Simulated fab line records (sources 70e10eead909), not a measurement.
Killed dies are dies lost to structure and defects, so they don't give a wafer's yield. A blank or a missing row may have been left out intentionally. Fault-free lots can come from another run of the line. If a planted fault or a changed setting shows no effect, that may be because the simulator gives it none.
Matching of chambers || flow nandHarc || NHARC_A_CONTACT_ETCH_91 on rieDiel-09: 4 sister chambers
The step etches the open film in CH3F/O2, target depth 40 nm, time 85.7 s. 4 wafers are shown with their chamber, then 12 later ones without.

## WAFERS PAIRED WITH THEIR CHAMBERS
{"wafer": "L089.5", "chamber": 1, "drypumpMotorCurrentA (A)": 6.0}
{"wafer": "L089.6", "chamber": 0, "drypumpMotorCurrentA (A)": 5.2}
{"wafer": "L090.3", "chamber": 2, "drypumpMotorCurrentA (A)": 4.7}
{"wafer": "L090.6", "chamber": 3, "drypumpMotorCurrentA (A)": 5.5}

## WAFERS WITHOUT THEIR CHAMBER
{"wafer": "L092.1", "drypumpMotorCurrentA (A)": 5.5}
{"wafer": "L092.3", "drypumpMotorCurrentA (A)": 6.0}
{"wafer": "L092.5", "drypumpMotorCurrentA (A)": 5.6}
{"wafer": "L093.3", "drypumpMotorCurrentA (A)": 6.0}
{"wafer": "L093.5", "drypumpMotorCurrentA (A)": 5.6}
{"wafer": "L093.6", "drypumpMotorCurrentA (A)": 4.7}
{"wafer": "L095.3", "drypumpMotorCurrentA (A)": 4.6}
{"wafer": "L095.5", "drypumpMotorCurrentA (A)": 5.2}
{"wafer": "L095.6", "drypumpMotorCurrentA (A)": 6.0}
{"wafer": "L097.2", "drypumpMotorCurrentA (A)": 4.7}
{"wafer": "L097.3", "drypumpMotorCurrentA (A)": 6.0}
{"wafer": "L097.4", "drypumpMotorCurrentA (A)": 5.5}

## WHICH CHAMBER EACH WENT THROUGH
{"wafer": "L092.1", "from the rows above": 3, "in truth": 3}
{"wafer": "L092.3", "from the rows above": 1, "in truth": 1}
{"wafer": "L092.5", "from the rows above": 3, "in truth": 3}
{"wafer": "L093.3", "from the rows above": 1, "in truth": 1}
{"wafer": "L093.5", "from the rows above": 3, "in truth": 3}
{"wafer": "L093.6", "from the rows above": 2, "in truth": 2}
{"wafer": "L095.3", "from the rows above": 2, "in truth": 2}
{"wafer": "L095.5", "from the rows above": 0, "in truth": 0}
{"wafer": "L095.6", "from the rows above": 1, "in truth": 1}
{"wafer": "L097.2", "from the rows above": 2, "in truth": 2}
{"wafer": "L097.3", "from the rows above": 1, "in truth": 1}
{"wafer": "L097.4", "from the rows above": 3, "in truth": 3}
Correctly placed: 12 of 12. Can't be placed from these rows: 0. 0 placed wrongly.
How it was worked out, from the rows above alone: a wafer's distance from a chamber is the root of the sum, over the readings, of the square of ((its reading less the chamber's mean) divided by the reading's scatter). The wafer belongs to the nearest chamber; if the next one is less than 2 further off, it can't be placed. A chamber's mean is the mean of its shown wafers. The scatter: root of mean squared gap, hidden wafer to nearest shown wafer, with one shown wafer a chamber.
